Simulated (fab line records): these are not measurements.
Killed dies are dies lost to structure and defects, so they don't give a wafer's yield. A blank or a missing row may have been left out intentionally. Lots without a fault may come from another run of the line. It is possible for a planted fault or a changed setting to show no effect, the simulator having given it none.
Problem report in the 8D (eight disciplines) form, filled by code | flow nandHarc | the parts of the form that need people (team, actions taken, sign-off) are left out

== 1. PROBLEM STATEMENT ==
Wafers without a fault read 4, standard deviation 3.2; killedAtPeriphery at NHARC_END_SORT_01 reads a mean of 82 on 9 wafers belonging to 3 lots. Measured from the usual mean, that is +24 standard deviations.
The first sign was on wafer L394.2 at day 31 02:25, on prober-02. Wafers with a number at this step in the record: 9, from 3 lots. Rule for "out", or "out of limits": more than 4 standard deviations from the usual mean. All remaining wafers that have a number are taken as sound.

== 2. WHAT IT IS AND WHAT IT IS NOT ==
question                    | is                     | is not
which readings at this step | killedAtPeriphery      | killedAtArray, killedOpen, killedShort
which lots                  | L394, L395, L396       | -
which wafers of those lots  | all that have a number | -
read on which gauges        | prober-01, prober-02   | -
when                        | from day 31 02:25      | up to then (0 sound wafers)

== 3. SUSPECTS, AND WHAT RULES EACH OUT ==
Counting: a tool at a process step up to the reading stays a suspect if it ran every lot that is out and no sound lot after the first of them.
- the gauge at NHARC_END_SORT_01 is ruled out. 2 gauges (prober-01, prober-02) read the wafers that are out.
- pvdSputter-03 at NHARC_P_M1_PVD_20 (deposits TaN, target thk 5 nm, time 8.06 s): kept. It ran every lot that is out, first L394 (day 13 01:25), and no sound lot after that.
Left after counting: pvdSputter-03 at NHARC_P_M1_PVD_20.

== 4. THE CAUSE (what the simulator had put in) ==
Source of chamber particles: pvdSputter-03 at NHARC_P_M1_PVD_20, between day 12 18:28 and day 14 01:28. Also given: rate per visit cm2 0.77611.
Only this tool survived the counting.

== 5. THE CHAIN OF EFFECTS, in route order ==
Each row: a reading where the mean over the struck wafers with a number is more than 3 standard deviations away from the usual. Only readings for which the record gives a usual standard deviation are gone through. hours: the time from each lot's start at the first step in this table that gives one to its start at this step, as a median over the lots. sigmas: the change in usual standard deviations.
hours | step              | reading            | usual  | on struck wafers | change | sigmas
0     | NHARC_END_SORT_01 | defectLimitedYield | 90.9 % | 78.1             | -12.8  | -5.3
0     | NHARC_END_SORT_01 | killedAtPeriphery  | 4      | 82               | +78    | +24
0     | NHARC_END_SORT_01 | killedDies         | 61     | 148              | +87    | +5.4

== 6. WHAT WOULD HAVE CAUGHT IT SOONER ==
In this record the first reading out of limits at a measuring or inspecting step was taken at day 31 02:25, 440 hours after the fault began at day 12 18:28.
Tool readings at NHARC_P_M1_PVD_20 with a usual standard deviation given in the record: none out on any struck wafer, hence no alarm at a limit of 4 standard deviations on them.
By day 31 02:25 the whole set of lots that are out, 3 in number, had already begun NHARC_P_M1_PVD_20 on pvdSputter-03. None of them would have been spared by holding the tool at that moment.
